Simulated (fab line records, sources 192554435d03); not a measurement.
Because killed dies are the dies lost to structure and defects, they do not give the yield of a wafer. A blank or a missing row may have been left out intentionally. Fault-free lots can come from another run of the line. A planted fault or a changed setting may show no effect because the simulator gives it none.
fab line records -- flow n5Finfet
record lots=4, wafers=12, lastDay=23
route steps=1938 shown BEOL_M8@1386 BEOL_M9@1401 PASSIVATION@1936
lots with no fault: from the same line, run without faults
startH: hours from the record's first day to the start of the lot's first wafer shown -- waitH: how many hours have passed since the lot's step before this one -- " identical to the entry in the row above -- L1.1+2: a row that stands for several wafers -- - no value, or no start was given -- * or withheld: withheld -- < > ~ a bound
route shown NAME@n: NAME is a module with steps in the file, n the number in the route of the first one -- usual: mean/standard deviation taken from wafers without a fault -- same: alike in all rows -- chamber/n: place in a boat -- sites: each site's reading -- _std_site: the standard deviation of these -- _edge_site: outer sites' mean less inner sites' -- radiusMm: how far each site lies from the wafer's centre -- mask NAME#n: copy n -- behind: tool/chamber where the wafer was last shaped -- hold: cause of the lot's hold/its duration in hours/its outcome -- device: the n, p or np transistor that did not switch -- end of line: at the end of the route, the tests of the same wafers -- a step with no rows: only its recipe -- killed: the dies lost at the first sort to structure and to defects; this is not the yield of the wafer -- map: dies across one wafer; x = killed, . = not, _ = none there
set.NAME: the run value of the setting; set.NAME@STEP: its run value at that earlier step -- model.NAME: the simulator's own value behind a step, which no gauge read
certain route steps with their lots: each step a table, each wafer a row
services: a tool's chamber out of use, with start hour (startH, from the record's first day; less than 0 if before it), hours out, and reason
## steps
# step N5_BEOL_M8_CURE_75
# recipe tempC=370, timeS=120, ambient=DMADMS/He, material=SiCOH_lowk
# step N5_BEOL_M8_DEGAS_44
# recipe ambient=vacuum, tempC=250, timeS=60
# step N5_BEOL_M8_PRE_CLEAN_45
# recipe gas=H2/He, timeS=30, tempC=250
# step N5_BEOL_M8_ALD_77
# recipe material=TaN, targetThkA=20, tempC=275, aldPrecursorFamily=PDMAT, aldCoReactant=NH3, pressureTorr=3, carrierFlowSccm=1500, pulseTimeS=2, purgeTimeS=3, coReactantPurgeTimeS=2, coReactantPulseTimeS=3, aldCycles=40, precursorVesselTempC=75, precursorVesselPressureTorr=26.25, precursorVesselCarrierSccm=1000
# step N5_BEOL_M8_SURFACE_TREAT_79
# recipe gas=Ar, timeS=*, ionEnergyEv=*, ionCurrentMaCm2=0.5, pressureMtorr=*, arFlowSccm=30
# step N5_BEOL_M8_CVD_78
# recipe material=Co, targetThkA=20, tempC=withheld, precursor=CCTBA/H2, pressureTorr=30, timeS=142.3
# step N5_BEOL_M8_SPUTTER_48
# recipe material=Cu, targetThkA=100, tempC=-20, biasV=60, powerW=26000, chamberPressurePa=0.13, timeS=1.667
# step N5_BEOL_M8_ECD_50
# recipe material=Cu, targetThkA=3000
# step N5_BEOL_M8_ANNEAL_51
# recipe tempC=225, timeS=90, ambient=N2
# step N5_BEOL_M8_CMP_52
# recipe stopOn=SiCOH_lowk, tOverpolishS=6.9, downForcePsi=1, platenRpm=50, clearingPlatenDownForcePsi=1.5, clearingPlatenRpm=50, postCmpClean=cuAlkaline, targetThkNm=80, clearingPlatenPadVelocityMS=0.99484, padVelocityMS=0.99484
# step N5_BEOL_M8_PRE_CLEAN_55
# recipe gas=NH3, timeS=15, tempC=withheld, rfPowerW=300
# step N5_BEOL_M8_DEP_56
# recipe material=SiCN, targetThkA=100, tempC=withheld, precursor=3MS/NH3, pressureTorr=3, rfW=202, timeS=17.5
# usual showerheadPlenumPTorr=3.667/0.014, throttleValvePct=8.8/0.42
lot.wafer,tool,chamber,startH,waitH,showerheadPlenumPTorr,throttleValvePct
L508.1,pecvd-02,2,442.42,0.0,3.637,9.1
L508.3,pecvd-02,1,442.42,0.0,3.666,8.0
L508.5,pecvd-02,2,442.42,0.0,3.648,9.5
L507.1,pecvd-02,1,444.15,0.0,3.666,8.2
L507.5,pecvd-02,2,444.15,0.0,3.646,9.1
L507.6,pecvd-02,1,444.15,0.0,3.668,8.3
L509.1,pecvd-04,1,451.86,0.0,3.676,8.9
L509.2,pecvd-04,0,451.86,0.0,3.683,8.2
L509.6,pecvd-04,0,451.86,0.0,3.671,8.3
L514.1,pecvd-04,1,476.62,0.0,3.662,9.3
L514.2,pecvd-04,0,476.62,0.0,3.673,8.6
L514.5,pecvd-04,0,476.62,0.0,3.680,8.1
# step N5_BEOL_M8_INSPECT_58
# recipe inspectInstrument=darkfield, mode=postDep
# usual rawDefectCount=69/24
lot.wafer,tool,chamber,startH,waitH,rawDefectCount
L508.1,defectInspect-02,-,442.54,0.0,890
L508.3,defectInspect-02,-,442.54,0.0,839
L508.5,defectInspect-02,-,442.54,0.0,887
L507.1,defectInspect-02,-,444.26,0.0,830
L507.5,defectInspect-02,-,444.26,0.0,864
L507.6,defectInspect-02,-,444.26,0.0,875
L509.1,defectInspect-02,-,451.96,0.0,57
L509.2,defectInspect-02,-,451.96,0.0,106
L509.6,defectInspect-02,-,451.96,0.0,54
L514.1,defectInspect-02,-,476.72,0.0,104
L514.2,defectInspect-02,-,476.72,0.0,101
L514.5,defectInspect-02,-,476.72,0.0,99
# step N5_BEOL_M9_ILD_DEP_00
# recipe material=SiCOH_lowk, targetThkA=3085.1, tempC=300, precursor=DEMS/porogen, pressureTorr=5, rfW=500, timeS=58
# step N5_BEOL_M9_CURE_71
# recipe tempC=385, timeS=240, ambient=He/Ar, material=SiCOH_lowk
# step N5_BEOL_M9_PECVD_70
# recipe material=SiO2, targetThkA=200, tempC=400, precursor=TEOS/O2, pressureTorr=5.5, rfW=450, teosFlowSccm=53.8, gas=O2, flowSccm=3000, timeS=22.7
# step N5_BEOL_M9_HM_DEP_02
# recipe material=TiN, targetThkA=200, tempC=25, chamberPressurePa=0.49996
# step N5_BEOL_M9_COAT_59
# recipe resist=SOC, tempC=250, timeS=60, spinRpm=1500, resistThkNm=100
# step N5_BEOL_M9_COAT_60
# recipe resist=SiARC, tempC=220, timeS=60, spinRpm=1500, resistThkNm=30
# step N5_BEOL_M9_COAT_05
# recipe resist=CAR-ArF, spinRpm=1500, resistThkNm=90
# step N5_BEOL_M9_EBR_07
# recipe solvent=PGMEA, ebrWidthMm=1.5
# step N5_BEOL_M9_SOFTBAKE_06
# recipe tempC=110, timeS=60, resist=CAR-ArF
# step N5_BEOL_M9_EXPOSE_08
# recipe maskId=M9, na=1.35, sourceShape=dipole, sigmaInner=0.411, sigmaOuter=0.611, polarization=te, doseMj=53.75
# step N5_BEOL_M9_PEB_09
# recipe pebTempC=withheld, pebTimeS=60, resist=CAR-ArF
# step N5_BEOL_M9_DEVELOP_10
# recipe developTimeS=30, developer=TMAH, resist=CAR-ArF, rinseLiquid=diw, dry=airSpin, devTempC=23
# step N5_BEOL_M9_INSPECT_13
# recipe mode=adi, inspectInstrument=brightfield
# usual rawDefectCount=411/98
lot.wafer,tool,chamber,startH,waitH,rawDefectCount
L508.1,defectInspect-02,-,448.15,0.0,1008
L508.3,defectInspect-02,-,448.15,0.0,1116
L508.5,defectInspect-02,-,448.15,0.0,1060
L507.1,defectInspect-02,-,449.19,0.0,1258
L507.5,defectInspect-02,-,449.19,0.0,1252
L507.6,defectInspect-02,-,449.19,0.0,1169
L509.1,defectInspect-01,-,453.27,0.0,535
L509.2,defectInspect-01,-,453.27,0.0,624
L509.6,defectInspect-01,-,453.27,0.0,510
L514.1,defectInspect-01,-,479.38,0.0,542
L514.2,defectInspect-01,-,479.38,0.0,488
L514.5,defectInspect-01,-,479.38,0.0,508
# step N5_BEOL_M9_DESCUM_16
# recipe chemistry=O2, timeS=7.9, sourcePowerW=50, biasPowerW=20, pressureMtorr=20, rfFrequencyHz=2.712e+07, tempC=40, resist=CAR-ArF, o2FlowSccm=225
# step N5_BEOL_M9_ETCH_61
# recipe chemistry=CF4, target=SiARC, targetDepthA=390, maskMaterial=CAR-ArF, timeS=65, ionEnergyEv=80, pressureMtorr=40, sourceW=545, biasW=36, Ar_flow_sccm=100, cf4FlowSccm=100, ends=cleared
# step N5_BEOL_M9_ETCH_62
# recipe chemistry=N2/H2, target=SOC, targetDepthA=1100, overetchA=220, maskMaterial=SiARC, tempC=40, timeS=165, ionEnergyEv=200, pressureMtorr=30, sourceW=840, biasW=150, n2FlowSccm=200, h2FlowSccm=200
# step N5_BEOL_M9_STRIP_68
# recipe chemistry=N2/H2, tempC=40, n2FlowSccm=200, h2FlowSccm=200, rfFrequencyHz=6e+07
# step N5_BEOL_M9_STRIP_67
# recipe chemistry=CF4, resist=SiARC, powerW=300, biasPowerW=75, pressureMtorr=50, cf4FlowSccm=150, rfFrequencyHz=6e+07
# step N5_BEOL_M9_HM_OPEN_17
# recipe chemistry=Cl2/BCl3, targetDepthA=200, overetchA=60, target=TiN, maskMaterial=SOC, ionEnergyEv=150, pressureMtorr=10, icpW=1000, biasW=126, Cl2_flow_sccm=53.25, bcl3FlowSccm=21.75, Ar_flow_sccm=25
# step N5_BEOL_M9_STRIP_19
# recipe chemistry=O2, powerW=400, tempC=40, pressureMtorr=30, rfFrequencyHz=6e+07, biasPowerW=0, overashFraction=0.2, o2FlowSccm=225
# step N5_BEOL_M9_COAT_63
# recipe resist=SOC, tempC=250, timeS=60, spinRpm=1500, resistThkNm=60
# step N5_BEOL_M9_COAT_64
# recipe resist=SiARC, tempC=220, timeS=60, spinRpm=1500, resistThkNm=12
# step N5_BEOL_M9_COAT_75
# recipe resist=underlayer, tempC=205, timeS=60, spinRpm=1500, resistThkNm=5
# step N5_BEOL_M9_INSPECT_30
# recipe mode=adi, inspectInstrument=brightfield
# usual rawDefectCount=407/94
lot.wafer,tool,chamber,startH,waitH,rawDefectCount
L508.1,defectInspect-01,-,449.10,0.1,1019
L508.3,defectInspect-01,-,449.10,0.1,1173
L508.5,defectInspect-01,-,449.10,0.1,1125
L507.1,defectInspect-01,-,450.57,0.1,1308
L507.5,defectInspect-01,-,450.57,0.1,1360
L507.6,defectInspect-01,-,450.57,0.1,1274
L509.1,defectInspect-02,-,456.21,0.1,509
L509.2,defectInspect-02,-,456.21,0.1,559
L509.6,defectInspect-02,-,456.21,0.1,425
L514.1,defectInspect-01,-,481.17,0.1,544
L514.2,defectInspect-01,-,481.17,0.1,520
L514.5,defectInspect-01,-,481.17,0.1,505
# step N5_PASSIVATION_PROBE_49
# usual defectLimitedYield=90.7/1.5, killed_at_M0_to_M3=38/11, killed_at_M4_up=15/5.5, killedAtContacts=12/6, killedAtFrontEnd=41/11, killedAtOther=3.5/2.7, killedDies=110/18, killedOpen=72/13, killedShort=35/8.7, sort_bin_5_function=5.5/1.1, sort_bin_6_memory=3.4/0.63, sort_bin_8_speed=0.01/0.037, sortNPass=1070/18, sortYieldPct=90.7/1.5
# same grossDies=1180, killedAtBackSide=0, sort_bin_4_leakage[%]=0
lot.wafer,tool,chamber,startH,waitH,defectLimitedYield[%],killed_at_M0_to_M3,killed_at_M4_up,killedAtContacts,killedAtFrontEnd,killedAtOther,killedDies,killedOpen,killedShort,sort_bin_5_function[%],sort_bin_6_memory[%],sort_bin_8_speed[%],sortNPass,sortYieldPct[%]
L507.1,prober-02,-,517.87,0.0,80.5,28,146,17,39,0,230,61,35,11.9,4.4,0,950,80.5
L507.5,prober-02,-,518.07,0.2,83.9,27,128,8,26,1,190,56,23,9.4,3.9,0,990,83.9
L507.6,prober-02,-,518.12,0.3,79.3,33,135,9,65,2,244,77,34,12.0,5.7,0,936,79.3
L508.1,prober-01,-,523.30,0.0,81.4,42,139,4,25,9,219,59,39,10.7,4.9,0,961,81.4
L508.3,prober-01,-,523.40,0.1,82.0,40,145,5,21,1,212,47,29,11.4,3.6,0,968,82.0
L508.5,prober-01,-,523.50,0.2,84.8,17,128,6,26,2,179,39,23,8.2,3.0,0,1001,84.8
# killed by level:class
L507.1 BEOL_M8:unspecified=133 FIN_SAQP:geometricParticle:open=12 MOL_CONTACT_COAG:geometricParticle:open=12 BEOL_M0_SAQP:geometricParticle:open=8 FIN_SAQP:geometricParticle:short=7 BEOL_M0_SAQP:geometricParticle:short=7 BEOL_M2:geometricParticle:open=7 BEOL_M4:geometricParticle:open=6
L507.5 BEOL_M8:unspecified=111 BEOL_M1:geometricParticle:open=9 BEOL_M0_SAQP:geometricParticle:open=9 BEOL_M4:geometricParticle:open=8 MOL_CONTACT_COAG:geometricParticle:open=7 FIN_SAQP:geometricParticle:open=6 DUMMY_GATE:geometricParticle:open=6 BEOL_M1:geometricParticle:short=4
L507.6 BEOL_M8:unspecified=132 STI_FIN_REVEAL:geometricParticle:open=17 FIN_SAQP:geometricParticle:open=14 BEOL_M2:geometricParticle:open=13 FIN_SAQP:geometricParticle:short=9 MOL_CONTACT_COAG:geometricParticle:open=8 STI_FIN_REVEAL:geometricParticle:short=6 BEOL_M1:geometricParticle:open=5
L508.1 BEOL_M8:unspecified=121 BEOL_M0_SAQP:geometricParticle:open=15 BEOL_M0_SAQP:geometricParticle:short=12 BEOL_M1:geometricParticle:open=8 STI_FIN_REVEAL:geometricParticle:short=6 DUMMY_GATE:geometricParticle:open=6 STI_FIN_REVEAL:geometricParticle:open=5 MIM_BOT:geometricParticle:short=5
L508.3 BEOL_M8:unspecified=135 BEOL_M0_SAQP:geometricParticle:short=7 BEOL_M0_SAQP:geometricParticle:open=7 BEOL_M3:geometricParticle:short=7 BEOL_M3:geometricParticle:open=7 BEOL_M2:geometricParticle:open=5 GATE_CUT:geometricParticle:short=4 MOL_CONTACT_COAG:geometricParticle:open=4
L508.5 BEOL_M8:unspecified=117 STI_FIN_REVEAL:geometricParticle:open=9 BEOL_M4:geometricParticle:open=6 DUMMY_GATE:geometricParticle:open=4 MOL_CONTACT_COAG:geometricParticle:open=4 BEOL_M0_SAQP:geometricParticle:open=4 BEOL_M0_SAQP:geometricParticle:short=3 BEOL_M2:geometricParticle:open=3
# map L507.6 (x killed, . not)
_________________x...........________________
______________x......x.........._____________
___________......x.................__________
__________...................x......_________
________.....x......x................._______
_______..............x...x.x.x.......x.______
______....x............................._____
_____x........xx.............x.x.........____
____x.............x...xx......x...........___
___...............x.....x.......x....x..xxx__
___......x..........x.xx...................__
__...x.....x........xxxxxxxxx..x............_
__xx....x......x.x..xxxxxxxx...x.x.........._
_.................xxxxxxxxxxxxx.x.........x..
_......x.......xxxxxxxxxxxxxxxxx.......x.x...
_...x..........x.xxxxxxxxxxxxxx.........x...x
_.........x.....xxxxxxxxxxxxxxxx............x
_......x....x.x..xxxxxxxxxxxxxxx.............
_...............x.xxxxxxxxxxxxx.x...........x
_.....x.x.......xxxxxxxxxxxxx.x.............x
_.................x..xxxxx..x.....x..........
__.................xx.x.xxxx.x.............x_
__...........x...........x.x.....x.........._
___....x........................x.........x__
___.x.x...x......x..........x.......x......__
____...x..................................___
_____........x......x.........x..xx......____
______x..x.........x.................x.._____
_______.x.......x.......x.x......x.....______
________..............x..x..xx.x.x...._______
__________x..x.........x............_________
___________...x.x.........x........__________
______________.x.............x.x_____________
_________________......x.....________________
# map L508.1 (x killed, . not)
_________________....x.......________________
______________.......x.........._____________
___________.x...x.........x........__________
__________........................x._________
________x....x....................x.x._______
_______x.......................xx......______
______.............................x...._____
_____...x...........x.......xx....x.x....____
____...........x..................x......x___
___x............x....x.................x...__
___..............x..........x..............__
__...............x..x........x.............._
__.........................x.....x.x.x....x._
_......x..................x..................
_....................x.xx...x..x..........x.x
_.....................x.x.........x........x.
_.....................x..................x...
_..x.............................x........x..
_x..x...........x......x..........x........xx
_..x....x...........x......x...x.............
_...........x......................x.....x..x
__x................x..x.............x......._
__.x..x...............x..x............x....._
___.........x.x.xxx.............x..........__
___........xxxxx.x...................xx....__
____......x.xxxxxxxx.x.x..x.x...x.....x...___
_____..xx..xxxxxxxxx.x......x..........x.____
______...xxxxxxxxxxxxx.x...x...x........_____
_______..xxxxxxxxxxxxxxx.............x.______
________xxxxxxxxxxxxxxxx.............._______
__________xxxxxxxxxxxxxxx...x......._________
___________xxxxxxxxxxxxxx..........__________
______________xxxxxxx.xx.x......_____________
_________________xxxxxxx..x..________________
## services
tool,chamber,startH,hours,kind
pecvd-02,-,430.83,0.7,repair
pecvd-02,0,437.61,12.9,repair
pecvd-02,0,450.51,2.1,scheduledDown
## key
firstSign step=N5_BEOL_M8_INSPECT_58, reading=rawDefectCount, direction=up, sigmas=33, usual=69, struck=864
effect step=N5_BEOL_M9_INSPECT_13, reading=rawDefectCount, direction=up, sigmas=7.5, usual=411, struck=1144
effect step=N5_BEOL_M9_INSPECT_30, reading=rawDefectCount, direction=up, sigmas=8.5, usual=407, struck=1210
effect step=N5_PASSIVATION_PROBE_49, reading=killed_at_M4_up, direction=up, sigmas=22, usual=15, struck=137
moreKillsBornAt N5_BEOL_M8_DEP_56@pecvd-02=749
metAt N5_BEOL_M8_DEP_56
struckWafers L507.1,L507.5,L507.6,L508.1,L508.3,L508.5
fault kind=chamberParticleSource, tool=pecvd-02, chamber=-, onsetH=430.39, steps=N5_BEOL_M8_DEP_56, ratePerVisitCm2=1.2424, endH=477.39
